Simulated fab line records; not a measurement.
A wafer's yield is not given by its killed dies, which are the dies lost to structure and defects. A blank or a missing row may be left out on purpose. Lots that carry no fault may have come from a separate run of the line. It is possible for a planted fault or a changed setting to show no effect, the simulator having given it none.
Which of the tools did it? || flow nandHarc || Sampling: 13 lots, 39 wafers, 5 of 1302 route steps

== WHAT THE GAUGES READ, wafer by wafer ==
NHARC_THIN_TSV_CD_MEAS_33 targets a cd of 5000 nm.
{"lot": "L926", "measured": "day 24 11:08", "on": "cdSem-02", "cdNm (nm)": "5000.1 4999.9 4998.2"}
{"lot": "L927", "measured": "day 24 09:22", "on": "cdSem-02", "cdNm (nm)": "4999.7 4999.7 5000.0"}
{"lot": "L928", "measured": "day 25 00:01", "on": "cdSem-02", "cdNm (nm)": "5000.3 5001.2 5001.7"}
{"lot": "L930", "measured": "day 25 03:31", "on": "cdSem-02", "cdNm (nm)": "5002.1 4999.2 4998.4"}
{"lot": "L931", "measured": "day 25 12:05", "on": "cdSem-02", "cdNm (nm)": "5000.0 4998.9 4999.8"}
{"lot": "L932", "measured": "day 27 01:10", "on": "cdSem-02", "cdNm (nm)": "4998.3 4998.3 5000.1"}
{"lot": "L933", "measured": "day 26 20:18", "on": "cdSem-02", "cdNm (nm)": "4998.3 4998.4 5000.7"}
{"lot": "L934", "measured": "day 28 01:05", "on": "cdSem-03", "cdNm (nm)": "5000.1 5002.4 4999.8"}
{"lot": "L937", "measured": "day 29 01:06", "on": "cdSem-02", "cdNm (nm)": "4999.8 5001.0 4999.9"}
{"lot": "L945", "measured": "day 31 17:31", "on": "cdSem-02", "cdNm (nm)": "5000.5 5001.8 5000.2"}
{"lot": "L946", "measured": "day 33 07:43", "on": "cdSem-02", "cdNm (nm)": "5000.7 5004.2 5003.6"}
{"lot": "L947", "measured": "day 33 05:46", "on": "cdSem-01", "cdNm (nm)": "4998.1 5000.5 5000.1"}
{"lot": "L949", "measured": "day 33 15:51", "on": "cdSem-03", "cdNm (nm)": "4999.2 5001.2 4999.8"}

NHARC_END_SORT_01.
{"lot": "L926", "measured": "day 24 19:20", "on": "prober-01", "defectLimitedYield (%)": "90.1 92.2 91.1", "killedAtArray": "64 53 55", "killedAtOther": "0 0 0", "killedAtPeriphery": "3 0 5", "killedDies": "67 53 60", "killedOpen": "3 3 4", "killedShort": "7 1 4"}
{"lot": "L927", "measured": "day 24 19:19", "on": "prober-02", "defectLimitedYield (%)": "88.5 89.4 88.9", "killedAtArray": "74 67 70", "killedAtOther": "0 0 0", "killedAtPeriphery": "4 5 5", "killedDies": "78 72 75", "killedOpen": "2 8 3", "killedShort": "3 0 1"}
{"lot": "L928", "measured": "day 25 09:56", "on": "prober-02", "defectLimitedYield (%)": "90.8 91.3 93.6", "killedAtArray": "60 58 42", "killedAtOther": "1 0 0", "killedAtPeriphery": "1 1 1", "killedDies": "62 59 43", "killedOpen": "6 2 2", "killedShort": "3 6 1"}
{"lot": "L930", "measured": "day 25 16:53", "on": "prober-02", "defectLimitedYield (%)": "93.2 92.3 91.9", "killedAtArray": "43 49 51", "killedAtOther": "2 0 0", "killedAtPeriphery": "1 3 4", "killedDies": "46 52 55", "killedOpen": "2 4 5", "killedShort": "2 1 5"}
{"lot": "L931", "measured": "day 25 22:58", "on": "prober-01", "defectLimitedYield (%)": "88.3 86.9 90.4", "killedAtArray": "76 86 63", "killedAtOther": "1 2 2", "killedAtPeriphery": "2 1 0", "killedDies": "79 89 65", "killedOpen": "3 3 2", "killedShort": "4 9 0"}
{"lot": "L932", "measured": "day 27 11:55", "on": "prober-01", "defectLimitedYield (%)": "91.0 89.2 90.3", "killedAtArray": "57 67 61", "killedAtOther": "0 1 0", "killedAtPeriphery": "4 5 5", "killedDies": "61 73 66", "killedOpen": "7 3 2", "killedShort": "2 2 2"}
{"lot": "L933", "measured": "day 27 06:02", "on": "prober-02", "defectLimitedYield (%)": "87.9 86.3 87.1", "killedAtArray": "75 87 79", "killedAtOther": "1 1 2", "killedAtPeriphery": "6 5 6", "killedDies": "82 93 87", "killedOpen": "5 5 2", "killedShort": "4 3 1"}
{"lot": "L934", "measured": "day 28 12:28", "on": "prober-01", "defectLimitedYield (%)": "87.1 85.2 86.3", "killedAtArray": "79 92 86", "killedAtOther": "1 2 0", "killedAtPeriphery": "7 6 7", "killedDies": "87 100 93", "killedOpen": "3 6 3", "killedShort": "4 2 2"}
{"lot": "L937", "measured": "day 29 12:18", "on": "prober-01", "defectLimitedYield (%)": "93.1 79.8 91.0", "killedAtArray": "43 59 61", "killedAtOther": "0 0 0", "killedAtPeriphery": "4 78 0", "killedDies": "47 137 61", "killedOpen": "3 5 2", "killedShort": "3 4 4"}
{"lot": "L945", "measured": "day 32 01:13", "on": "prober-02", "defectLimitedYield (%)": "90.8 91.1 92.6", "killedAtArray": "55 51 46", "killedAtOther": "0 2 0", "killedAtPeriphery": "7 7 4", "killedDies": "62 60 50", "killedOpen": "1 7 0", "killedShort": "1 2 1"}
{"lot": "L946", "measured": "day 33 16:14", "on": "prober-02", "defectLimitedYield (%)": "94.1 95.0 94.5", "killedAtArray": "37 31 33", "killedAtOther": "1 2 3", "killedAtPeriphery": "2 1 1", "killedDies": "40 34 37", "killedOpen": "2 5 4", "killedShort": "6 3 1"}
{"lot": "L947", "measured": "day 33 15:20", "on": "prober-01", "defectLimitedYield (%)": "91.7 87.7 91.6", "killedAtArray": "53 75 52", "killedAtOther": "2 5 1", "killedAtPeriphery": "1 3 4", "killedDies": "56 83 57", "killedOpen": "1 6 3", "killedShort": "2 5 6"}
{"lot": "L949", "measured": "day 34 07:04", "on": "prober-01", "defectLimitedYield (%)": "89.4 91.1 90.3", "killedAtArray": "69 58 64", "killedAtOther": "0 1 0", "killedAtPeriphery": "3 1 2", "killedDies": "72 60 66", "killedOpen": "0 6 1", "killedShort": "4 3 1"}

== TOOL THAT RAN EACH LOT (tool first, then ch and the chambers of the sampled wafers, then the start) ==
{"lot": "L926", "NHARC_P_BONDPAD_PRE_CLEAN_26": "pvdSputter-03, day 6 14:40", "NHARC_THIN_TSV_DEGAS_49": "pvdSputter-02, day 24 08:02", "NHARC_THIN_TSV_ANNEAL_52": "rtpAnneal-01 ch 0, day 24 09:15"}
{"lot": "L927", "NHARC_P_BONDPAD_PRE_CLEAN_26": "pvdSputter-01, day 6 20:01", "NHARC_THIN_TSV_DEGAS_49": "pvdSputter-02, day 24 06:14", "NHARC_THIN_TSV_ANNEAL_52": "rtpAnneal-02 ch 0, day 24 07:28"}
{"lot": "L928", "NHARC_P_BONDPAD_PRE_CLEAN_26": "pvdSputter-01, day 7 14:04", "NHARC_THIN_TSV_DEGAS_49": "pvdSputter-03, day 24 20:53", "NHARC_THIN_TSV_ANNEAL_52": "rtpAnneal-02 ch 0, day 24 22:07"}
{"lot": "L930", "NHARC_P_BONDPAD_PRE_CLEAN_26": "pvdSputter-01, day 8 07:48", "NHARC_THIN_TSV_DEGAS_49": "pvdSputter-03, day 25 00:23", "NHARC_THIN_TSV_ANNEAL_52": "rtpAnneal-02 ch 0, day 25 01:34"}
{"lot": "L931", "NHARC_P_BONDPAD_PRE_CLEAN_26": "pvdSputter-03, day 8 12:49", "NHARC_THIN_TSV_DEGAS_49": "pvdSputter-03, day 25 09:06", "NHARC_THIN_TSV_ANNEAL_52": "rtpAnneal-01 ch 0, day 25 10:19"}
{"lot": "L932", "NHARC_P_BONDPAD_PRE_CLEAN_26": "pvdSputter-03, day 9 06:27", "NHARC_THIN_TSV_DEGAS_49": "pvdSputter-01, day 26 22:03", "NHARC_THIN_TSV_ANNEAL_52": "rtpAnneal-02 ch 0, day 26 23:19"}
{"lot": "L933", "NHARC_P_BONDPAD_PRE_CLEAN_26": "pvdSputter-01, day 9 14:41", "NHARC_THIN_TSV_DEGAS_49": "pvdSputter-03, day 26 17:11", "NHARC_THIN_TSV_ANNEAL_52": "rtpAnneal-02 ch 0, day 26 18:22"}
{"lot": "L934", "NHARC_P_BONDPAD_PRE_CLEAN_26": "pvdSputter-03, day 10 04:33", "NHARC_THIN_TSV_DEGAS_49": "pvdSputter-01, day 27 21:46", "NHARC_THIN_TSV_ANNEAL_52": "rtpAnneal-02 ch 0, day 27 23:17"}
{"lot": "L937", "NHARC_P_BONDPAD_PRE_CLEAN_26": "pvdSputter-03, day 11 03:07", "NHARC_THIN_TSV_DEGAS_49": "pvdSputter-02, day 28 21:58", "NHARC_THIN_TSV_ANNEAL_52": "rtpAnneal-01 ch 0, day 28 23:14"}
{"lot": "L945", "NHARC_P_BONDPAD_PRE_CLEAN_26": "pvdSputter-01, day 14 14:13", "NHARC_THIN_TSV_DEGAS_49": "pvdSputter-02, day 31 14:23", "NHARC_THIN_TSV_ANNEAL_52": "rtpAnneal-01 ch 0, day 31 15:38"}
{"lot": "L946", "NHARC_P_BONDPAD_PRE_CLEAN_26": "pvdSputter-03, day 15 01:00", "NHARC_THIN_TSV_DEGAS_49": "pvdSputter-02, day 33 04:31", "NHARC_THIN_TSV_ANNEAL_52": "rtpAnneal-01 ch 0, day 33 05:44"}
{"lot": "L947", "NHARC_P_BONDPAD_PRE_CLEAN_26": "pvdSputter-01, day 15 09:50", "NHARC_THIN_TSV_DEGAS_49": "pvdSputter-02, day 33 02:45", "NHARC_THIN_TSV_ANNEAL_52": "rtpAnneal-01 ch 0, day 33 03:56"}
{"lot": "L949", "NHARC_P_BONDPAD_PRE_CLEAN_26": "pvdSputter-01, day 16 12:40", "NHARC_THIN_TSV_DEGAS_49": "pvdSputter-01, day 33 12:44", "NHARC_THIN_TSV_ANNEAL_52": "rtpAnneal-01 ch 0, day 33 13:55"}
- NHARC_P_BONDPAD_PRE_CLEAN_26: time 30 s.
- NHARC_THIN_TSV_DEGAS_49: time 120 s.
- NHARC_THIN_TSV_ANNEAL_52: time 90 s.

== AS READ BY THE TOOLS THEMSELVES (means over the sampled wafers that have a number; for cases with no such wafer, the mark the record gives instead) ==
NHARC_P_BONDPAD_PRE_CLEAN_26.
{"lot": "L926", "tool": "pvdSputter-03", "heaterPowerW (W)": 413, "susceptorTempC (C)": "-"}
{"lot": "L927", "tool": "pvdSputter-01", "heaterPowerW (W)": 454, "susceptorTempC (C)": 279.70}
{"lot": "L928", "tool": "pvdSputter-01", "heaterPowerW (W)": 415, "susceptorTempC (C)": 279.92}
{"lot": "L930", "tool": "pvdSputter-01", "heaterPowerW (W)": 415, "susceptorTempC (C)": 279.89}
{"lot": "L931", "tool": "pvdSputter-03", "heaterPowerW (W)": 432, "susceptorTempC (C)": 279.77}
{"lot": "L932", "tool": "pvdSputter-03", "heaterPowerW (W)": 459, "susceptorTempC (C)": 280.01}
{"lot": "L933", "tool": "pvdSputter-01", "heaterPowerW (W)": 403, "susceptorTempC (C)": "-"}
{"lot": "L934", "tool": "pvdSputter-03", "heaterPowerW (W)": 460, "susceptorTempC (C)": 279.97}
{"lot": "L937", "tool": "pvdSputter-03", "heaterPowerW (W)": 407, "susceptorTempC (C)": 280.13}
{"lot": "L945", "tool": "pvdSputter-01", "heaterPowerW (W)": 414, "susceptorTempC (C)": "-"}
{"lot": "L946", "tool": "pvdSputter-03", "heaterPowerW (W)": 472, "susceptorTempC (C)": 279.96}
{"lot": "L947", "tool": "pvdSputter-01", "heaterPowerW (W)": 432, "susceptorTempC (C)": 280.13}
{"lot": "L949", "tool": "pvdSputter-01", "heaterPowerW (W)": 412, "susceptorTempC (C)": 280.03}

NHARC_THIN_TSV_DEGAS_49.
{"lot": "L926", "tool": "pvdSputter-02", "heaterPowerW (W)": 432, "susceptorTempC (C)": 300.11}
{"lot": "L927", "tool": "pvdSputter-02", "heaterPowerW (W)": 435, "susceptorTempC (C)": 299.98}
{"lot": "L928", "tool": "pvdSputter-03", "heaterPowerW (W)": 497, "susceptorTempC (C)": "-"}
{"lot": "L930", "tool": "pvdSputter-03", "heaterPowerW (W)": 499, "susceptorTempC (C)": "-"}
{"lot": "L931", "tool": "pvdSputter-03", "heaterPowerW (W)": 472, "susceptorTempC (C)": 299.92}
{"lot": "L932", "tool": "pvdSputter-01", "heaterPowerW (W)": 502, "susceptorTempC (C)": 300.01}
{"lot": "L933", "tool": "pvdSputter-03", "heaterPowerW (W)": 497, "susceptorTempC (C)": 299.78}
{"lot": "L934", "tool": "pvdSputter-01", "heaterPowerW (W)": 518, "susceptorTempC (C)": 300.01}
{"lot": "L937", "tool": "pvdSputter-02", "heaterPowerW (W)": 474, "susceptorTempC (C)": "-"}
{"lot": "L945", "tool": "pvdSputter-02", "heaterPowerW (W)": 454, "susceptorTempC (C)": 299.72}
{"lot": "L946", "tool": "pvdSputter-02", "heaterPowerW (W)": 456, "susceptorTempC (C)": 299.88}
{"lot": "L947", "tool": "pvdSputter-02", "heaterPowerW (W)": 452, "susceptorTempC (C)": 299.94}
{"lot": "L949", "tool": "pvdSputter-01", "heaterPowerW (W)": 503, "susceptorTempC (C)": 299.91}

NHARC_THIN_TSV_ANNEAL_52.
{"lot": "L926", "tool": "rtpAnneal-01", "wafer_temp_C_max": 226.9}
{"lot": "L927", "tool": "rtpAnneal-02", "wafer_temp_C_max": 226.0}
{"lot": "L928", "tool": "rtpAnneal-02", "wafer_temp_C_max": 226.1}
{"lot": "L930", "tool": "rtpAnneal-02", "wafer_temp_C_max": 226.0}
{"lot": "L931", "tool": "rtpAnneal-01", "wafer_temp_C_max": 226.7}
{"lot": "L932", "tool": "rtpAnneal-02", "wafer_temp_C_max": 225.9}
{"lot": "L933", "tool": "rtpAnneal-02", "wafer_temp_C_max": 225.9}
{"lot": "L934", "tool": "rtpAnneal-02", "wafer_temp_C_max": 226.0}
{"lot": "L937", "tool": "rtpAnneal-01", "wafer_temp_C_max": 226.9}
{"lot": "L945", "tool": "rtpAnneal-01", "wafer_temp_C_max": 226.6}
{"lot": "L946", "tool": "rtpAnneal-01", "wafer_temp_C_max": 226.4}
{"lot": "L947", "tool": "rtpAnneal-01", "wafer_temp_C_max": 226.6}
{"lot": "L949", "tool": "rtpAnneal-01", "wafer_temp_C_max": 226.8}

== THE ANSWER, worked out from the rows above alone ==
Rule: what is usual is taken from the lots themselves. The widest of any qualifying gaps counts: lots, ordered by their means at a reading, are off when they make up no more than a third of the lots, leave a main group of 4 or more, and stand apart from it by 3 or more times the standard deviation of that group's means. If all means in a main group match to the digits the tables above print for the reading, that group is not used. Also off: a lot with no number at a reading for which 4 or more lots have one. Where the step has rows for the other lots, those lots are counted as sound. Order of review: gauges by route order, followed by the tools' own readings, for which a lot's mean as printed above is used. The first step at which some lot is off is used, and at that step the reading that is off furthest; a lot without a number counts as furthest.
Off: L937, at NHARC_END_SORT_01 (killedAtPeriphery). Mean 3.4 and standard deviation 1.9 in the main group.
A tool fits if, at a process step before that reading, it ran every lot that is off, and no sound lot after the first of them. The gauges at NHARC_END_SORT_01 aren't tried: what is off there is off at NHARC_THIN_TSV_DEGAS_49 too, on other tools, and a gauge's error can't cause that. Not one of the candidates tried fits.

== WHAT WAS PUT IN BY THE SIMULATOR ==
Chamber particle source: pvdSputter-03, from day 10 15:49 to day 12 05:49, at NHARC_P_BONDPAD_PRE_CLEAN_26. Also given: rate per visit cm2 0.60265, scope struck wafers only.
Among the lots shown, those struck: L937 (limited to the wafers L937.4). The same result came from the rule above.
